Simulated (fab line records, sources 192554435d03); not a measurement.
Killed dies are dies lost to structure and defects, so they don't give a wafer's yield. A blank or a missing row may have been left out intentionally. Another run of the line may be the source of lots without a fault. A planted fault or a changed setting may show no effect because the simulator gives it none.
Comparing a struck lot with a sound one ; flow n5Finfet ; 15 out of 1938 route steps
Sound: the wafers L791.1, L791.3, L791.6. Struck: wafer L810.6 (left out: L810.2, L810.3 of the same lot, which were not struck); the cause appears at the end.
For every step that has rows: the tool of each side, followed by ch and its chambers, followed by its first start. Under that, the readings that differ: sound wafers ; struck wafers ; difference of the means ; sigmas: that difference in standard deviations of wafers without a fault.
alike: a reading whose means differ by less than 2 such deviations, as well as words and numbers matching on both sides. not compared: withheld readings; readings where some wafer has no value; bounds like >300 that might hide an equal value; numbers whose values overlap and for which the record gives no deviation.
A row with sigmas, a row that says differs or no value, or rows on one side alone: a step with any of these is where the two part. Numbers that have no deviation but don't overlap get no sigmas and don't part them. Lack of a reading on every wafer of one side parts them only where that side has two or more wafers.

N5_BEOL_M4_STRIP_36: strips in N2/H2.
  sound on rieDiel-03 ch 0,1,3, day 8 10:44; struck on rieDiel-02 ch 1, day 14 07:49
  alike: drypumpMotorCurrentA, oesProductAu, rfVppV, showerheadPlenumPTorr, throttleValvePct
  not compared: rfHoursCounterH
N5_BEOL_M4_TRENCH_ETCH_37: etches SiOC in C4F6/O2, target depth 55.555 nm, time 29.2 s.
  sound on rieDiel-03 ch 0,1,3; struck on rieDiel-02 ch 1
  alike: drypumpMotorCurrentA, mfcArSccm, oesProductAu, rfVppV, showerheadPlenumPTorr, throttleValvePct
  not compared: rfHoursCounterH
then, 1 step without rows for these wafers: N5_BEOL_M4_ETCH_41 (etches SiCN in CH3F/O2, target depth 29.9 nm, time 52.5 s).
N5_BEOL_M4_STRIP_97: strips in N2/H2, time 10 s.
  sound on rieDiel-03 ch 0,1,3; struck on rieDiel-02 ch 1
  alike: drypumpMotorCurrentA, oesProductAu, rfVppV, showerheadPlenumPTorr, throttleValvePct
  not compared: rfHoursCounterH
N5_BEOL_M4_OCD_MEAS_38:
  sound on ocd-01 at day 8 10:56; struck on ocd-01 at day 14 08:01
  alike: trenchDepthNm
then, 4 steps without rows for these wafers: N5_BEOL_M4_HM_STRIP_39 (strips TiN in peroxide tin strip, target depth 25 nm, time 158 s); N5_BEOL_M4_SRD_40 (time 30 s); N5_BEOL_M4_PRECLEAN_42 (cleans in residue remover, time 60 s); N5_BEOL_M4_SRD_43 (time 30 s).
N5_BEOL_M4_CD_MEAS_35: target cd 18 nm, target cd y 22.4 nm.
  sound on cdSem-03 at day 8 11:05; struck on cdSem-03 at day 14 08:10
  alike: cdNm
N5_BEOL_M4_DEGAS_44: time 60 s.
  sound on pvdSputter-01 at day 8 11:10; struck on pvdSputter-03 at day 14 09:05
  alike: heaterPowerW
then, 1 step without rows for these wafers: N5_BEOL_M4_PRE_CLEAN_45 (time 30 s).
N5_BEOL_M4_ALD_84: deposits TaN, pulse time 2 s, purge time 3 s, co reactant purge time 2 s.
  sound on aldMetal-01 ch 0,1,2, day 8 11:17; struck on aldMetal-01 ch 0, day 14 09:11
reading;sound;struck;difference;sigmas
coReactantPulseTimeS (s);3 3 3;2.2403;-0.7597;
  alike: heaterPowerW
N5_BEOL_M4_SURFACE_TREAT_85:
  sound on pvdSputter-01 at day 8 11:35; struck on pvdSputter-03 at day 14 09:30
  not compared: throttleValvePct
N5_BEOL_M4_RC_MEAS_101:
  sound on prober-01 ch 0, day 8 14:51; struck on prober-02 ch 0, day 14 12:44
reading;sound;struck;difference;sigmas
DIBL_P (mV/V);39.3 42.1 37.8;34.3;-5.4;-3
IOFF_N (nA/um);0.19 0.25 0.18;0.13;-0.08;-2
SS_P (mV/dec);75.0 74.8 73.7;72.5;-2.0;-3
VT_N (mV);243 242 244;253;+10;+3
  alike: DIBL_N, IOFF_P, ION_N, ION_P, SS_N, VT_P

## WHERE THEY PART
At N5_BEOL_M4_RC_MEAS_101 and nowhere else, as far as this record goes.

WHY: what had been put in by the simulator
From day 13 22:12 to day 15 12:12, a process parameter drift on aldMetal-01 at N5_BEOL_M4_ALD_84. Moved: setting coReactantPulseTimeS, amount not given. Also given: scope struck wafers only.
